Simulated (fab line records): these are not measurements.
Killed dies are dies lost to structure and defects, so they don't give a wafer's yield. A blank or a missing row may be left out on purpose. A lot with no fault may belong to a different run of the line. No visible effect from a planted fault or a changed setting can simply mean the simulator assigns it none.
Matching of chambers -- flow n5-finfet -- ald-metal-01 running N5_MOL_CONTACT_COAG_ALD_20: 4 sister chambers
The step deposits TiN, target thk 1.5 nm, pulse time 1 s, purge time 3 s. 36 wafers are shown with their chamber, then 12 later ones without.

== EACH WAFER AND ITS CHAMBER ==
wafer,chamber,heater-power-w (W),precursor-pulse-height-rel,susceptor-temp-C (C)
L074.3,2,859,0.976,400.25
L074.4,3,775,1.019,399.55
L074.6,3,784,1.020,399.98
L075.1,0,838,1.040,399.77
L075.3,2,857,0.994,400.21
L075.6,1,771,0.997,400.20
L078.2,2,850,0.992,400.20
L078.4,3,768,1.003,400.18
L078.6,2,864,0.999,400.10
L079.2,0,863,0.974,400.12
L079.3,3,775,1.000,399.87
L079.4,1,794,0.996,399.75
L080.2,0,865,0.995,400.13
L080.3,1,787,1.041,400.21
L080.5,3,781,1.002,400.04
L081.1,1,781,1.001,399.80
L081.2,2,872,0.992,399.98
L081.5,3,773,0.957,400.14
L082.2,3,765,1.029,399.72
L082.5,2,840,0.987,399.82
L082.6,3,781,0.985,399.70
L084.2,2,862,1.003,399.61
L084.4,1,787,1.002,400.12
L084.5,1,804,0.995,400.21
L085.1,3,771,1.019,400.04
L085.2,0,862,1.004,400.15
L085.3,1,783,1.023,399.61
L086.3,3,787,0.983,399.56
L086.4,0,860,1.000,399.82
L086.5,0,865,1.018,399.65
L089.2,1,771,1.004,400.06
L089.4,2,848,1.006,399.76
L089.6,1,776,0.970,399.99
L090.2,3,763,1.010,400.16
L090.4,1,791,0.985,400.00
L090.5,0,876,0.995,399.77

SIGNATURES, as means of the wafers listed above
reading,chamber 0,chamber 1,chamber 2,chamber 3,scatter within a chamber
heater-power-w,861.29,784.50,856.50,774.82,9.84
precursor-pulse-height-rel,1.00371,1.00140,0.99362,1.00245,0.0185
susceptor-temp-C,399.9157,399.9950,399.9912,399.9036,0.225
Rule: distance of a wafer from a chamber = root of the sum over the readings of ((wafer's reading minus chamber's mean) / reading's scatter) squared. The wafer belongs to the nearest chamber; if the next one is less than 2 further off, it can't be placed. The scatter: the root of (the sum of the squares of (reading less its chamber's mean) over the shown wafers, divided by (wafers less chambers)).

== WAFERS WITHOUT THEIR CHAMBER ==
wafer,heater-power-w (W),precursor-pulse-height-rel,susceptor-temp-C (C)
L091.1,781,0.983,399.78
L091.2,846,0.993,400.21
L091.4,787,1.015,400.00
L092.1,777,0.996,399.85
L092.4,849,0.973,400.06
L092.6,784,0.962,399.99
L094.2,758,0.998,400.37
L094.3,855,0.998,400.10
L094.4,842,0.986,399.80
L095.2,861,1.016,399.64
L095.3,795,0.994,400.21
L095.5,836,1.016,399.89

== CHAMBER TAKEN BY EACH ==
wafer,from the rows above,in truth
L091.1,can't be placed: 3 or 1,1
L091.2,can't be placed: 2 or 0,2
L091.4,can't be placed: 1 or 3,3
L092.1,can't be placed: 3 or 1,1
L092.4,can't be placed: 2 or 0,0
L092.6,can't be placed: 1 or 3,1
L094.2,can't be placed: 3 or 1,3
L094.3,can't be placed: 2 or 0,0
L094.4,can't be placed: 2 or 0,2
L095.2,can't be placed: 0 or 2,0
L095.3,can't be placed: 1 or 3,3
L095.5,can't be placed: 2 or 0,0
Correctly placed: 0 of 12. Unplaceable from these rows: 12, with the true chamber sitting among the candidates in 12. 0 placed wrongly.
